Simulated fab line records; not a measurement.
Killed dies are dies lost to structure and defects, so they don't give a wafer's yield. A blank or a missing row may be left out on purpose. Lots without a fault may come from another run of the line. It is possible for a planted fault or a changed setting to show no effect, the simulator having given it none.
fab line records -- flow nand_harc
[record] lots = 12, wafers = 36, last_day = 24
route steps=1159 shown P_GATE@150 P_CONTACT@218
lots with no fault: from the same line, run without faults
start_h: the number of hours between the record's first day and the start of the first shown wafer of the lot -- wait_h: hours since the lot's step before -- " repeats the value in the row above -- L1.1+2: one row covering several wafers at once -- - no value present, or no start provided -- * or withheld: withheld -- < > ~ a bound
route shown NAME@n: a module of which the file shows steps, and the number in the route of the first -- usual: mean/standard deviation of fault-free wafers -- same: alike in all rows -- chamber/n: place in a boat -- sites: per-site readings -- _std_site: standard deviation across them -- _edge_site: inner sites' mean taken away from outer sites' mean -- radius_mm: how far each site lies from the wafer's centre -- mask NAME#n: copy n -- behind: the tool/chamber that last shaped the wafer -- hold: why the lot was held/for how many hours/how that ended -- device: transistor that didn't switch, given as n, p or np -- end of line: tests of these same wafers at the route's end -- step lacking rows: just its recipe -- killed: dies lost to structure and defects at the first sort, not the wafer's yield -- map: per-die view of a wafer (x killed, . not killed, _ where there is no die)
set.NAME: the setting the step ran with; set.NAME@STEP: the setting that earlier step ran with -- model.NAME: the simulator's own value behind a step, which no gauge read
a sample of lots followed through the steps of the route, with each step as a table and each wafer as a row
services: when a tool's chamber went out of use (start_h, in hours from the record's first day, below 0 if earlier), for how many hours, and the reason
[[steps]]
[step NHARC_P_GATE_STRIP_108]
[recipe] o2_flow_sccm = 500, ar_flow_sccm = 0, bias_w = 0, chemistry = O2
[usual] drypump_motor_current_A = 5.8/0.42, oes_product_au = 0.999/0.0097, rf_vpp_V = 57.8/0.91, showerhead_plenum_p_Torr = 3.53/0.15, throttle_valve_pct = 17.036/0.0099
lot.wafer,tool,chamber,start_h,wait_h,drypump_motor_current_A,oes_product_au,rf_hours_counter_h,rf_vpp_V,showerhead_plenum_p_Torr,throttle_valve_pct
L638.1,rie_diel-07,3,93.76,-,5.1,0.980,4,59.8,3.77,17.025
L638.3,rie_diel-07,0,93.76,-,6.0,1.002,4,57.9,3.52,17.038
L638.6,rie_diel-07,3,93.76,-,5.0,0.983,-,58.8,3.77,17.042
L639.3,rie_diel-11,3,100.46,-,5.4,0.975,28,58.0,3.70,17.042
L639.5,rie_diel-11,1,100.46,-,5.6,1.001,-,58.1,3.36,17.022
L639.6,rie_diel-11,2,100.46,-,6.0,0.997,-,57.8,3.41,17.021
L640.2,rie_diel-11,1,100.90,-,5.6,1.003,30,58.4,3.36,17.044
L640.4,rie_diel-11,0,100.90,-,6.1,0.990,29,57.9,3.41,17.043
L640.5,rie_diel-11,2,100.90,-,6.0,0.995,-,57.5,3.41,17.051
L641.4,rie_diel-11,3,115.59,-,5.4,1.003,33,58.5,3.70,17.052
L641.2,rie_diel-11,1,115.59,-,5.6,1.001,35,56.8,3.36,17.045
L641.6,rie_diel-11,3,115.59,-,5.4,0.996,-,58.6,3.70,17.029
L642.1,rie_diel-07,0,116.26,-,6.0,0.994,8,57.7,3.52,17.048
L642.4,rie_diel-07,2,116.26,-,6.8,1.004,8,58.3,3.70,17.023
L642.6,rie_diel-07,1,116.26,-,6.1,0.997,-,56.8,3.65,17.040
L643.1,rie_diel-05,2,120.33,-,5.5,0.995,38,57.7,3.61,17.041
L643.4,rie_diel-05,3,120.33,-,5.6,0.993,42,57.5,3.69,17.048
L643.6,rie_diel-05,0,120.33,-,5.6,1.005,-,57.7,3.42,17.035
L644.2,rie_diel-11,1,121.01,-,5.6,1.008,36,56.7,3.36,17.036
L644.1,rie_diel-11,2,121.01,-,6.0,0.994,35,57.8,3.40,17.027
L644.6,rie_diel-11,0,121.01,-,6.1,0.996,-,59.0,3.40,17.025
L647.1,rie_diel-05,3,143.37,-,5.5,0.993,47,58.3,3.69,17.021
L647.5,rie_diel-05,3,143.37,-,5.5,0.997,-,58.3,3.69,17.040
L647.6,rie_diel-05,0,143.37,-,5.6,1.007,-,56.8,3.41,17.039
L658.3,rie_diel-11,2,202.60,-,6.0,1.005,1,56.5,3.39,17.023
L658.2,rie_diel-11,3,202.60,-,5.4,0.997,1,58.4,3.68,17.044
L658.1,rie_diel-11,1,202.60,-,5.6,0.993,1,58.0,3.34,17.030
L657.1,rie_diel-07,3,203.10,-,5.0,0.988,25,58.8,3.76,17.052
L657.2,rie_diel-07,2,203.10,-,6.8,1.008,31,59.1,3.69,17.041
L657.5,rie_diel-07,0,203.10,-,6.0,1.002,-,57.5,3.51,17.031
L660.3,rie_diel-05,0,218.32,-,5.6,0.978,16,58.2,3.40,17.051
L660.1,rie_diel-05,2,218.32,-,5.5,0.990,20,57.5,3.59,17.043
L660.5,rie_diel-05,0,218.32,-,5.6,0.979,-,58.1,3.40,17.045
L661.1,rie_diel-11,2,235.27,-,6.0,0.987,13,55.9,3.38,17.042
L661.6,rie_diel-11,1,235.27,-,5.6,0.988,-,57.3,3.34,17.031
L661.5,rie_diel-11,2,235.27,-,6.0,0.994,-,58.1,3.38,17.038
[step NHARC_P_GATE_DESCUM_61]
[recipe] time_s = 3, o2_flow_sccm = 200, ar_flow_sccm = 0, bias_power_w = 0, chemistry = O2
[usual] drypump_motor_current_A = 5.9/0.52, oes_product_au = 0.999/0.01, rf_vpp_V = 57.9/0.85, showerhead_plenum_p_Torr = 1.94/0.083, throttle_valve_pct = 11.312/0.0085
[same] bias_power_w = 0
lot.wafer,tool,chamber,start_h,wait_h,drypump_motor_current_A,oes_product_au,rf_hours_counter_h,rf_vpp_V,showerhead_plenum_p_Torr,throttle_valve_pct
L638.3,rie_diel-07,2,107.45,-,6.8,1.001,7,57.5,2.01,11.311
L638.1,rie_diel-07,0,107.45,-,6.0,0.995,7,58.7,1.91,11.306
L638.6,rie_diel-07,1,107.45,-,6.1,1.005,-,59.7,1.99,11.313
L639.3,rie_diel-11,3,113.58,-,5.4,0.992,33,57.7,2.01,11.312
L639.6,rie_diel-11,2,113.58,-,5.9,0.988,-,58.0,1.84,11.324
L639.5,rie_diel-11,3,113.58,-,5.4,0.982,-,59.2,2.01,11.312
L640.2,rie_diel-07,2,114.47,-,6.8,1.007,8,57.7,2.01,11.302
L640.4,rie_diel-07,3,114.47,-,5.1,0.987,8,57.3,2.05,11.318
L640.5,rie_diel-07,3,114.47,-,5.1,0.984,-,57.6,2.05,11.317
L641.2,rie_diel-11,1,128.71,-,5.6,1.012,40,57.4,1.81,11.302
L641.4,rie_diel-11,2,128.71,-,5.9,1.007,39,59.9,1.84,11.300
L641.6,rie_diel-11,1,128.71,-,5.6,1.010,-,58.1,1.81,11.322
L642.1,rie_diel-05,2,129.18,-,5.5,1.002,41,58.9,1.96,11.310
L642.6,rie_diel-05,2,129.18,-,5.5,0.999,-,59.3,1.96,11.304
L642.4,rie_diel-05,0,129.18,-,5.6,1.010,-,56.2,1.85,11.315
L644.2,rie_diel-05,0,135.12,-,5.6,1.004,51,56.6,1.85,11.293
L644.1,rie_diel-05,2,135.12,-,5.5,1.006,43,57.0,1.96,11.292
L644.6,rie_diel-05,1,135.12,-,5.7,0.988,-,57.4,1.98,11.307
L643.4,rie_diel-11,3,135.54,-,5.4,0.994,40,58.4,2.01,11.306
L643.1,rie_diel-11,0,135.54,-,6.1,1.007,40,56.4,1.84,11.315
L643.6,rie_diel-11,2,135.54,-,5.9,1.005,-,58.0,1.84,11.307
L647.1,rie_diel-07,2,156.31,-,6.8,1.020,16,58.5,2.01,11.301
L647.6,rie_diel-07,1,156.31,-,6.1,1.012,-,57.4,1.98,11.315
L647.5,rie_diel-07,2,156.31,-,6.8,1.018,-,58.4,2.01,11.318
L658.2,rie_diel-07,3,215.76,-,5.0,0.987,27,57.4,2.05,11.311
L658.1,rie_diel-07,0,215.76,-,6.0,1.004,25,57.6,1.90,11.313
L658.3,rie_diel-07,1,215.76,-,6.1,1.013,26,59.5,1.98,11.315
L657.2,rie_diel-11,1,216.06,-,5.6,0.996,4,58.3,1.80,11.315
L657.1,rie_diel-11,2,216.06,-,6.0,0.997,5,58.1,1.83,11.316
L657.5,rie_diel-11,0,216.06,-,6.1,1.009,-,56.2,1.83,11.298
L660.1,rie_diel-05,0,234.09,-,5.6,0.973,22,58.7,1.84,11.329
L660.3,rie_diel-05,2,234.09,-,5.5,0.995,25,58.1,1.95,11.317
L660.5,rie_diel-05,0,234.09,-,5.6,0.974,-,59.0,1.84,11.301
L661.1,rie_diel-07,1,248.49,-,6.1,0.990,2,58.5,1.98,11.317
L661.6,rie_diel-07,3,248.49,-,5.1,0.991,-,57.7,2.05,11.319
L661.5,rie_diel-07,0,248.49,-,6.0,0.973,-,57.4,1.90,11.320
[step NHARC_P_CONTACT_DEP_00]
[recipe] target_thk_a = 5000, temp_c = 400, pressure_torr = 6.5, rf_w = 900, teos_flow_sccm = 161.4, flow_sccm = 2650, target_thk_nm = 500, gas = O2, material = SiO2
[usual] heater_power_w = 568/72, throttle_valve_pct = 16.0/0.51
lot.wafer,tool,chamber,start_h,wait_h,heater_power_w,throttle_valve_pct
L638.3,pecvd-02,1,-,-,630,16.0
L638.1,pecvd-02,2,-,-,662,16.5
L638.6,pecvd-02,1,-,-,604,16.0
L639.3,pecvd-02,2,-,-,636,16.4
L639.5,pecvd-02,1,-,-,518,15.9
L639.6,pecvd-02,0,-,-,523,16.3
L640.2,pecvd-02,1,-,-,594,16.1
L640.4,pecvd-02,1,-,-,613,15.9
L640.5,pecvd-02,2,-,-,630,16.6
L641.2,pecvd-04,0,-,-,577,16.5
L641.6,pecvd-04,1,-,-,630,15.3
L641.4,pecvd-04,2,-,-,736,15.5
L642.1,pecvd-02,1,-,-,526,15.9
L642.6,pecvd-02,0,-,-,533,16.2
L642.4,pecvd-02,2,-,-,623,16.7
L644.2,pecvd-04,1,-,-,535,15.4
L644.1,pecvd-04,2,-,-,761,15.7
L644.6,pecvd-04,1,-,-,581,15.3
L643.1,pecvd-02,0,-,-,588,16.4
L643.4,pecvd-02,1,-,-,530,15.8
L643.6,pecvd-02,0,-,-,445,16.4
L647.1,pecvd-01,2,-,-,648,16.3
L647.6,pecvd-01,1,-,-,506,15.7
L647.5,pecvd-01,2,-,-,507,16.5
L658.3,pecvd-02,1,-,-,654,16.0
L658.2,pecvd-02,2,-,-,546,16.4
L658.1,pecvd-02,0,-,-,475,15.5
L657.2,pecvd-04,2,-,-,617,15.5
L657.1,pecvd-04,0,-,-,547,16.1
L657.5,pecvd-04,2,-,-,649,15.9
L660.1,pecvd-04,1,-,-,705,14.9
L660.3,pecvd-04,0,-,-,638,16.2
L660.5,pecvd-04,0,-,-,636,16.1
L661.1,pecvd-04,2,-,-,576,16.1
L661.6,pecvd-04,2,-,-,626,16.0
L661.5,pecvd-04,1,-,-,705,15.2
[step NHARC_P_CONTACT_EXPOSE_09]
[recipe] na = 1.35, target_cd_nm = 90, dose_mj = 81.26, mask_id = P_CA
lot.wafer,tool,chamber,start_h,wait_h,mask
L638.1+3+6,arfi_scanner-01,0,113.42,-,P_CA#0
L639.3+5+6,arfi_scanner-02,0,120.07,-,P_CA#0
L640.2+4+5,arfi_scanner-01,0,120.57,-,P_CA#0
L641.2+4+6,arfi_scanner-02,0,134.91,-,P_CA#0
L642.1+4+6,arfi_scanner-03,0,135.56,-,P_CA#0
L644.1+2+6,arfi_scanner-01,0,141.33,-,P_CA#0
L643.1+4+6,arfi_scanner-01,0,141.66,-,P_CA#0
L647.1+5+6,arfi_scanner-01,0,162.66,-,P_CA_R1#0
L658.1+2+3,arfi_scanner-01,0,222.21,-,P_CA#0
L657.1+2+5,arfi_scanner-02,0,222.83,-,P_CA#0
L660.1+3+5,arfi_scanner-02,0,240.20,-,P_CA#0
L661.1+5+6,arfi_scanner-03,0,254.48,-,P_CA#0
[step NHARC_P_CONTACT_CD_MEAS_12]
[recipe] target_cd_nm = 90, landing_energy_ev = 500
[usual] cd_nm = 89.6/0.67
lot.wafer,tool,chamber,start_h,wait_h,cd_nm
L638.1,cd_sem-02,0,113.56,-,90.0
L638.3,cd_sem-02,0,113.56,-,90.6
L638.6,cd_sem-02,0,113.56,-,90.2
L639.3,cd_sem-03,0,120.20,-,90.4
L639.5,cd_sem-03,0,120.20,-,89.0
L639.6,cd_sem-03,0,120.20,-,89.8
L640.2,cd_sem-03,0,120.71,-,89.2
L640.4,cd_sem-03,0,120.71,-,88.7
L640.5,cd_sem-03,0,120.71,-,89.4
L641.2,cd_sem-01,0,135.05,-,89.7
L641.4,cd_sem-01,0,135.05,-,90.0
L641.6,cd_sem-01,0,135.05,-,89.6
L642.1,cd_sem-02,0,135.70,-,89.7
L642.4,cd_sem-02,0,135.70,-,89.1
L642.6,cd_sem-02,0,135.70,-,88.8
L644.1,cd_sem-03,0,141.47,-,90.4
L644.2,cd_sem-03,0,141.47,-,89.7
L644.6,cd_sem-03,0,141.47,-,90.7
L643.1,cd_sem-02,0,141.80,-,89.3
L643.4,cd_sem-02,0,141.80,-,88.7
L643.6,cd_sem-02,0,141.80,-,89.2
L647.1,cd_sem-02,0,162.81,-,84.6
L647.5,cd_sem-02,0,162.81,-,84.0
L647.6,cd_sem-02,0,162.81,-,84.8
L658.1,cd_sem-03,0,222.35,-,88.4
L658.2,cd_sem-03,0,222.35,-,88.7
L658.3,cd_sem-03,0,222.35,-,88.8
L657.1,cd_sem-01,0,222.97,-,90.6
L657.2,cd_sem-01,0,222.97,-,91.2
L657.5,cd_sem-01,0,222.97,-,89.8
L660.1,cd_sem-03,0,240.34,-,88.7
L660.3,cd_sem-03,0,240.34,-,89.1
L660.5,cd_sem-03,0,240.34,-,89.3
L661.1,cd_sem-03,0,254.62,-,90.2
L661.5,cd_sem-03,0,254.62,-,90.0
L661.6,cd_sem-03,0,254.62,-,89.8
[[services]]
tool,chamber,start_h,hours,kind
rie_diel-11,2,79.78,3.7,repair
rie_diel-05,3,81.26,9.8,repair
arfi_scanner-02,-,84.00,4.0,pm
arfi_scanner-03,-,85.37,3.5,repair
pecvd-02,-,91.28,0.5,repair
pecvd-02,0,104.66,5.0,repair
arfi_scanner-01,-,108.69,2.4,repair
rie_diel-05,3,125.60,10.1,repair
arfi_scanner-03,-,140.00,4.0,pm
arfi_scanner-01,-,142.26,0.4,repair
pecvd-02,-,153.56,13.0,pm
rie_diel-05,-,163.70,9.0,pm
arfi_scanner-01,-,164.09,1.1,repair
rie_diel-07,1,164.41,13.7,repair
rie_diel-07,3,168.86,7.2,repair
rie_diel-07,0,182.79,13.6,repair
rie_diel-11,-,190.18,9.0,pm
pecvd-04,-,195.04,13.0,pm
arfi_scanner-01,-,196.00,4.0,pm
rie_diel-05,1,223.34,2.1,repair
rie_diel-07,-,228.52,9.0,pm
rie_diel-11,3,230.67,8.3,repair
rie_diel-11,0,231.29,6.4,repair
rie_diel-07,-,246.38,1.0,repair
[[key]]
[first_sign] step = NHARC_P_CONTACT_EXPOSE_09, reading = mask, direction = changed
[effect] step = NHARC_P_CONTACT_CD_MEAS_12, reading = cd_nm, direction = down, sigmas = 7.7, usual = 89.6, struck = 84.5
met_at NHARC_P_CONTACT_EXPOSE_09
struck_lots L647
tester_left_out L647
not_acting_at NHARC_P_GATE_STRIP_108,NHARC_P_GATE_DESCUM_61,NHARC_P_CONTACT_DEP_00
onset_between 141.66 162.66
[fault] kind = wrong_mask, tool = any, chamber = -, onset_h = 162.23, steps = NHARC_P_CONTACT_EXPOSE_09, aux_copy = P_CA_R1#0, cd_offset_nm = -5.6677, scope = struck_lots_only
// tester_left_out: of these lots the tester's yield and bins aren't shown, on N5 and GAA mostly nor the transistor test; their killed dies are dies lost to structure and defects alone, not to doping, threshold or leakage, so they don't give the yield
